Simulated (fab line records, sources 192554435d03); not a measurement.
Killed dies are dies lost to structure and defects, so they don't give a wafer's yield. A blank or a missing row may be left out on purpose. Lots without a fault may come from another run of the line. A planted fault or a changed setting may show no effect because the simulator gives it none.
One fault seen from 2 desks | flow n5_finfet | each desk has only its own numbers; what lay behind them comes last

THE TOOL OWNER'S DESK: cmp-01
The tool's own readings at N5_BEOL_M14_CMP_49 (polishes, stops on SiO2, t overpolish 5.2 s, target thk 560 nm): means of the sampled wafers that have a number, for each lot that ran on this tool. A lot is out of limits, marked OUT, if its mean lies more than 4 standard deviations from the usual mean; the brackets give that distance.
Columns: A = barrier_field_endpoint_s at N5_BEOL_M14_CMP_49, usual 11.41 s; B = head_pressure_psi at N5_BEOL_M14_CMP_49, usual 2.000 psi; C = motor_current_A at N5_BEOL_M14_CMP_49, usual 8.5 A; D = overpolish_run_s at N5_BEOL_M14_CMP_49, usual 5.201 s; E = slurry_flow_ml_min at N5_BEOL_M14_CMP_49, usual 150.0; F = time_to_endpoint_s at N5_BEOL_M14_CMP_49, usual 121 s
lot  | first seen here | A               | B     | C   | D     | E     | F
L186 | day 12 04:43    | 11.20           | 1.997 | 9.3 | 5.205 | 150.0 | 120
L188 | day 12 09:35    | 11.61           | 2.004 | 8.6 | 5.198 | 149.5 | 123
L189 | day 13 06:09    | 11.44           | 1.998 | 8.6 | 5.197 | 149.6 | 121
L190 | day 13 17:23    | 11.53           | 1.998 | 8.9 | 5.199 | 149.6 | 124
L192 | day 14 04:56    | 11.55           | 2.003 | 8.8 | 5.201 | 150.1 | 123
L197 | day 14 15:21    | 11.39           | 2.004 | 8.9 | 5.198 | 150.4 | 122
L202 | day 15 16:58    | 9.44 (-6.8) OUT | 2.004 | 8.7 | 5.199 | 150.3 | 101 (-4.4) OUT
L201 | day 16 01:22    | 6.37 (-17) OUT  | 2.002 | 8.9 | 5.196 | 149.8 | 67 (-12) OUT
L203 | day 16 16:42    | 8.89 (-8.7) OUT | 1.998 | 8.1 | 5.204 | 149.8 | 94 (-6.0) OUT
This desk's finding: out of limits on L201, L202, L203; first on L202, day 15 16:58 (barrier_field_endpoint_s at N5_BEOL_M14_CMP_49). In limits: L186, L188, L189, L190, L192, L197.

THE METROLOGY DESK
What the gauges read, lot by lot, whatever tool the lot ran on: means of the sampled wafers that have a number. A lot is out of limits, marked OUT, if its mean lies more than 4 standard deviations from the usual mean; the brackets give that distance.
Columns: A = cd_nm at N5_BEOL_M14_CD_MEAS_28, usual 284.3 nm; B = trench_depth_nm at N5_BEOL_M14_OCD_MEAS_35, usual 555 nm
lot  | first seen here | A     | B
L186 | day 12 01:13    | 285.0 | 566
L188 | day 12 07:04    | 285.1 | 567
L191 | day 12 15:38    | 284.3 | 574
L189 | day 13 01:27    | 283.4 | 542
L190 | day 13 12:07    | 283.3 | 544
L192 | day 13 20:09    | 283.5 | 540
L197 | day 14 11:30    | 283.5 | 555
L202 | day 15 12:44    | 284.9 | 544
L201 | day 15 19:53    | 283.9 | 540
L203 | day 16 09:43    | 283.2 | 538
L205 | day 16 13:07    | 282.7 | 549
L208 | day 17 21:39    | 284.2 | 560
L209 | day 19 14:05    | 286.4 | 553
This desk's finding: nothing out of limits on any of the 13 lots.

PUT TOGETHER
The tool owner's desk could have raised an alarm at day 15 16:58, on L201, L202, L203.
The metrology desk saw nothing out of limits.
The metrology desk has L201, L202, L203 on record, within its limits.
Of the lots named, all ran N5_BEOL_M14_CMP_49 on cmp-01.

WHAT THE SIMULATOR HAD PUT IN
Process parameter drift: cmp-01, from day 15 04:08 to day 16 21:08, at N5_BEOL_M14_CMP_49. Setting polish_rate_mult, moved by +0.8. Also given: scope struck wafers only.
Lots struck among those shown: L201, L202, L203.
Hours from the fault's start to each desk's first reading out of limits: the tool owner's desk, 13.
